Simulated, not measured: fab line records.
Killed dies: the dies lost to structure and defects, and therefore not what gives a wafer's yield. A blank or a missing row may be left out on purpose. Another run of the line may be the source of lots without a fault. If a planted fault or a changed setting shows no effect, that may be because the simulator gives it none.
Split-lot study    flow n5_finfet    on a route of 1938 steps: 7 lots, 21 wafers read

THE SPLIT
At N5_GATE_CUT_COAT_34 (time 60 s, resist thk 60 nm), the setting spin_rpm was moved away from the recipe's 1500 rpm on 4 of the 21 wafers read, by -7.1% to +10.2%. The other wafers ran this setting at the recipe's value.

The reading comes from the split's own step.

THE READING
SOC_of_GATE_CUT_COAT_34.thk_nm (the simulator's own value, which no gauge read), in nm, at N5_GATE_CUT_COAT_34 (time 60 s, resist thk 60 nm). No usual value for it is given in the file. The 17 wafers here that ran the recipe average 59.9 nm, standard deviation 0.12 nm.

wafer   tool, chamber at the split  spin_rpm as run, rpm  against the recipe  SOC_of_GATE_CUT_COAT_34.thk_nm, nm  against lot-mates on the recipe
L074.2  litho_track-01, 0           1500                  recipe              59.8                                -
L074.3  litho_track-01, 0           1500                  recipe              59.8                                -
L074.6  litho_track-01, 0           1500                  recipe              59.8                                -
L079.2  litho_track-03, 0           1500                  recipe              60                                  -
L079.6  litho_track-03, 0           1500                  recipe              60                                  -
L079.4  litho_track-03, 0           1610                  +7.3%               58                                  -2.0
L084.2  litho_track-01, 0           1500                  recipe              59.8                                -
L084.3  litho_track-01, 0           1500                  recipe              60                                  -
L084.6  litho_track-01, 0           1406                  -6.3%               62.2                                +2.3
L089.1  litho_track-02, 0           1500                  recipe              60.2                                -
L089.2  litho_track-02, 0           1394                  -7.1%               62.2                                +2.1
L089.6  litho_track-02, 0           1500                  recipe              60                                  -
L091.1  litho_track-02, 0           1500                  recipe              60                                  -
L091.2  litho_track-02, 0           1500                  recipe              59.8                                -
L091.5  litho_track-02, 0           1500                  recipe              59.8                                -
L092.1  litho_track-03, 0           1500                  recipe              60                                  -
L092.3  litho_track-03, 0           1500                  recipe              59.8                                -
L092.6  litho_track-03, 0           1500                  recipe              59.8                                -
L096.2  litho_track-03, 0           1500                  recipe              59.8                                -
L096.4  litho_track-03, 0           1500                  recipe              59.8                                -
L096.5  litho_track-03, 0           1653                  +10.2%              56.8                                -3.0

FIT RESULTS
A straight line over all 21 wafers: SOC_of_GATE_CUT_COAT_34.thk_nm changes by -0.309 nm for each +1% of spin_rpm; r = -0.99; the points scatter about the line by 0.16 nm.
The same after taking each lot's own level away (the mean of its wafers on the recipe; 21 wafers): -0.302 nm for each +1%; r = -0.99; scatter 0.12 nm.
On that fit, the largest move of spin_rpm shifts the reading by 3.1 nm.
Across the lots, their own levels run from 59.80 to 60.10 nm, a range of 2.5 times the standard deviation given above.
Hence the lot-to-lot level has little effect on the slope; both slopes agree.
Check: -3.09 nm against its lot-mates is what the line predicts for one of the wafers moved furthest among these (+10.2%) when that wafer is left out of the fit. Against them it came out at -3 nm.

ADDITIONAL SPLITS CARRIED BY THESE WAFERS
These wafers also went through other splits before the reading. Each is held against what the fit with the lots' levels taken away leaves over:
other split on the same wafers  wafers away from the commonest value  r with SOC_of_GATE_CUT_COAT_34.thk_nm (lot level and that fit taken away)
N5_WELL_APT_COAT_02 spin_rpm    6                                     -0.03
N5_FIN_CUT_EXPOSE_05 dose_mj    5                                     +0.28
N5_DUMMY_GATE_COAT_28 spin_rpm  6                                     +0.38
N5_SD_EPI_P_EPI_21 time_s       12                                    +0.09
N5_SD_ACTIVATION_LSA_01 temp_c  10                                    -0.12
N5_SDB_COAT_03 spin_rpm         9                                     +0.15
N5_SDB_COAT_04 time_s           5                                     +0.09
N5_HKMG_FIN_COAT_06 spin_rpm    7                                     -0.03

THE FILE'S OWN FIT
SOC_of_GATE_CUT_COAT_34.thk_nm changes by -0.302 nm for each +1% of spin_rpm, r = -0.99.
